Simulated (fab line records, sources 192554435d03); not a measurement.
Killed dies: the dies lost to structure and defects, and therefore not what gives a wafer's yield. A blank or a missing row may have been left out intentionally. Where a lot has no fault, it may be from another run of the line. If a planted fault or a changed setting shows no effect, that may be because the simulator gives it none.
Chamber matching    flow n5-finfet    4 sister chambers for N5_STI_FIN_REVEAL_ALD_14 on ald-sin-02
The step deposits Si3N4, target thk 3 nm. 18 wafers are shown with their chamber, then 9 later ones without.

== WAFERS WITH THEIR CHAMBER ==
wafer   chamber  heater-power-outer-w (W)  heater-power-w (W)  chamber-pressure-Torr (Torr)
L074.2  2        444                       738                 2.007
L074.3  0        473                       892                 2.002
L074.5  0        478                       914                 1.988
L077.1  0        468                       884                 1.995
L077.2  2        449                       760                 2.000
L077.3  3        468                       787                 2.001
L081.2  2        446                       750                 1.995
L081.3  0        464                       895                 2.000
L081.4  3        458                       765                 1.997
L083.1  3        455                       774                 2.003
L083.4  0        469                       896                 1.992
L083.5  0        462                       886                 2.006
L087.1  3        473                       778                 2.001
L087.2  0        478                       884                 1.993
L087.5  2        444                       782                 2.001
L089.1  0        468                       885                 1.995
L089.2  1        607                       930                 2.008
L089.6  0        475                       894                 1.993

SIGNATURES, as means of the wafers listed above
reading                chamber 0  chamber 1  chamber 2  chamber 3  scatter within a chamber
heater-power-outer-w   470.56     607.00     445.75     463.50     5.96
heater-power-w         892.22     930.00     757.50     776.00     12
chamber-pressure-Torr  1.99600    2.00800    2.00075    2.00050    0.00496
Rule: a wafer lies at a distance from a chamber equal to the root of the sum of squares, over the readings, of (its reading less the chamber's mean, divided by the reading's scatter). The wafer belongs to the nearest chamber; if the next one is less than 2 further off, it can't be placed. The scatter: take each reading less its chamber's mean, square it, sum over the shown wafers, divide by the number of wafers less the number of chambers, and take the root.

== WAFERS WITHOUT THEIR CHAMBER ==
wafer   heater-power-outer-w (W)  heater-power-w (W)  chamber-pressure-Torr (Torr)
L090.1  455                       750                 2.000
L090.4  469                       882                 2.003
L090.5  458                       764                 1.996
L093.2  468                       884                 2.001
L093.5  612                       932                 1.998
L093.6  458                       883                 2.002
L094.2  461                       880                 1.998
L094.3  461                       798                 2.000
L094.4  447                       754                 2.003

== THE CHAMBER EACH PASSED THROUGH ==
wafer   from the rows above      in truth
L090.1  can't be placed: 2 or 3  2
L090.4  0                        0
L090.5  can't be placed: 3 or 2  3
L093.2  0                        0
L093.5  1                        1
L093.6  0                        0
L094.2  0                        0
L094.3  3                        3
L094.4  2                        2
Correct placement for 7 of the 9. Unplaceable from these rows: 2, with the true chamber sitting among the candidates in 2. Wrongly placed: 0.
